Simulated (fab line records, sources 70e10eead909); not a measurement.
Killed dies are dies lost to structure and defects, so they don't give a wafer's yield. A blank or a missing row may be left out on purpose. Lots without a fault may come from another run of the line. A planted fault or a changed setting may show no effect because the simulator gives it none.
A struck lot beside a sound one | flow nand_harc | 36 steps out of a route of 1159
Sound: wafers L768.1, L768.2, L768.3. Struck: wafers L783.2, L783.3, L783.4. The cause comes at the end.
At each step with rows: each side's tool, then ch and its chambers, then its first start. Under that, the readings that differ: sound wafers | struck wafers | difference of the means | sigmas: that difference in standard deviations of wafers without a fault.
alike: readings whose means differ by less than 2 such deviations, and words and numbers that are the same on both sides. not compared: withheld readings, readings that some wafer has no value for, bounds like >300 that may hide the same value, and numbers for which the record gives no deviation and whose values overlap.
The two part at a step that has a row with sigmas, a row that says differs or no value, or rows on one side only. Numbers that don't overlap but have no deviation are shown without sigmas and don't part them. A reading that every wafer of one side lacks parts them only if that side has two wafers or more.

first, 2 steps without rows for these wafers: NHARC_A_SLIT_PRECLEAN_19 (cleans in SC1); NHARC_A_SLIT_SRD_20.
NHARC_A_SLIT_CD_MEAS_21:
  sound on cd_sem-01, day 16 13:14; struck on cd_sem-02, day 19 19:36
  alike: cd_nm
then, 3 steps without rows for these wafers: NHARC_A_SIN_REMOVE_WET_00 (chemistry H3PO4, time 15300 s); NHARC_A_SIN_REMOVE_PRECLEAN_01 (cleans in SC1); NHARC_A_SIN_REMOVE_SRD_02.
NHARC_A_SIN_REMOVE_INSPECT_04:
  sound on defect_inspect-01, day 16 20:50; struck on defect_inspect-01, day 20 03:21
  alike: raw_defect_count
NHARC_A_WL_FILL_ALD_00: deposits Al2O3, target thk 3 nm, pulse time 3 s, ald cycles 30.
  sound on ald_hk-04 ch 1,2,3, day 16 20:55; struck on ald_hk-01 ch 1,2,3, day 20 04:14
  reading               | sound | struck   | difference | sigmas
  since_wet_clean_h (h) | 5 5 5 | 44 43 43 | +38        |
  alike: heater_power_w, precursor_pulse_height_rel, susceptor_temp_C
NHARC_A_WL_FILL_RTA_01: time 5 s.
  sound on rtp_anneal-01 ch 0, day 16 21:10; struck on rtp_anneal-01 ch 0, day 20 04:42
  alike: lamp_power_pct, lamp_zone_2_pct, lamp_zone_5_pct, wafer_temp_C_max
then, 1 step without rows for these wafers: NHARC_A_WL_FILL_ALD_02 (deposits TiN, target thk 2 nm, pulse time 3 s, ald cycles 100).
NHARC_A_WL_FILL_CVD_03: deposits W, target thk 40 nm, time 3302 s.
  sound on cvd_w-01 ch 0,1, day 17 00:37; struck on cvd_w-02 ch 0,1, day 20 06:42
  alike: heater_power_w, susceptor_temp_C, throttle_valve_pct
  not compared: since_wet_clean_h
then, 1 step without rows for these wafers: NHARC_A_WL_FILL_ETCHBACK_04 (etches the open film in NF3, target depth 60 nm, time 120 s).
NHARC_A_WL_FILL_ETCHBACK_05: etches the open film in Cl2/BCl3, target depth 22 nm, time 60 s.
  sound on rie_metal-01 ch 0,1, day 17 04:13; struck on rie_metal-03 ch 0,1, day 20 10:14
  alike: drypump_motor_current_A, oes_product_au
  not compared: rf_hours_counter_h
then, 6 steps without rows for these wafers: NHARC_A_WL_FILL_STRIP_27 (strips in N2/H2, time 20 s); NHARC_A_WL_FILL_STRIP_28 (strips in post etch residue remover, time 1200 s); NHARC_A_WL_FILL_PRECLEAN_06 (cleans in DIW, time 300 s); NHARC_A_WL_FILL_SRD_07; NHARC_A_WL_FILL_ANNEAL_08 (time 1800 s); NHARC_A_WL_FILL_ALD_10 (deposits SiO2, target thk 50 nm, pulse time 10 s, ald cycles 500).
NHARC_A_WL_FILL_ETCHBACK_16: etches the open film in C4F8/O2/Ar, target depth 88 nm, time 17.6 s.
  sound on rie_diel-02 ch 0,1,2; struck on rie_diel-03 ch 1,2,3, day 21 05:29
  alike: oes_product_au, rf_vpp_V
  not compared: rf_hours_counter_h
then, 5 steps without rows for these wafers: NHARC_A_WL_FILL_STRIP_29 (strips in O2, time 20 s); NHARC_A_WL_FILL_ETCHBACK_17 (etches the open film in Cl2/BCl3, target depth 4 nm, time 26.7 s); NHARC_A_WL_FILL_PRECLEAN_18 (cleans in dHF, time 30 s); NHARC_A_WL_FILL_SRD_21; NHARC_A_WL_FILL_CVD_23 (deposits poly-Si, target thk 40 nm, time 800 s).
NHARC_A_WL_FILL_ETCHBACK_26: etches the open film in HBr, target depth 52 nm, time 13.3 s.
  sound on rie_si-01 ch 0,2,3, day 17 19:35; struck on rie_si-01 ch 0,2,3, day 21 11:05
  reading                | sound       | struck | difference | sigmas
  rf_hours_counter_h (h) | 0.5 0.7 0.7 | 0 0 0  | -1         |
  alike: drypump_motor_current_A, oes_product_au, throttle_valve_pct
then, 6 steps without rows for these wafers: NHARC_A_WL_FILL_PRECLEAN_30 (cleans in dHF, time 10 s); NHARC_A_WL_FILL_SRD_14; NHARC_A_WL_FILL_ALD_19 (deposits TiN, target thk 2 nm, pulse time 3 s, ald cycles 100); NHARC_A_WL_FILL_CVD_20 (deposits W, target thk 75 nm, time 5064 s); NHARC_A_WL_FILL_CMP_12 (polishes, t overpolish 30 s, target thk 75 nm); NHARC_A_WL_FILL_SRD_31.
NHARC_A_WL_FILL_INSPECT_15:
  sound on defect_inspect-01, day 18 01:35; struck on defect_inspect-01, day 21 21:25
  alike: raw_defect_count
then, 2 steps without rows for these wafers: NHARC_A_CONTACT_DEP_24 (deposits SiO2, target thk 500 nm); NHARC_A_CONTACT_DEP_28 (deposits aC, target thk 3600 nm).
-- the record jumps here: 3 days lie between the struck wafers' starts before and after (it left off in module A_CONTACT and takes up again in module END, whose first step shown is number 1159 of the route) --
NHARC_END_SORT_01:
  the record has rows for the struck wafers here (prober-01 ch 0, day 25 04:21) and none for the sound ones

WHERE THEY PART
Only at NHARC_END_SORT_01, within this record.

WHY: what the simulator had put in
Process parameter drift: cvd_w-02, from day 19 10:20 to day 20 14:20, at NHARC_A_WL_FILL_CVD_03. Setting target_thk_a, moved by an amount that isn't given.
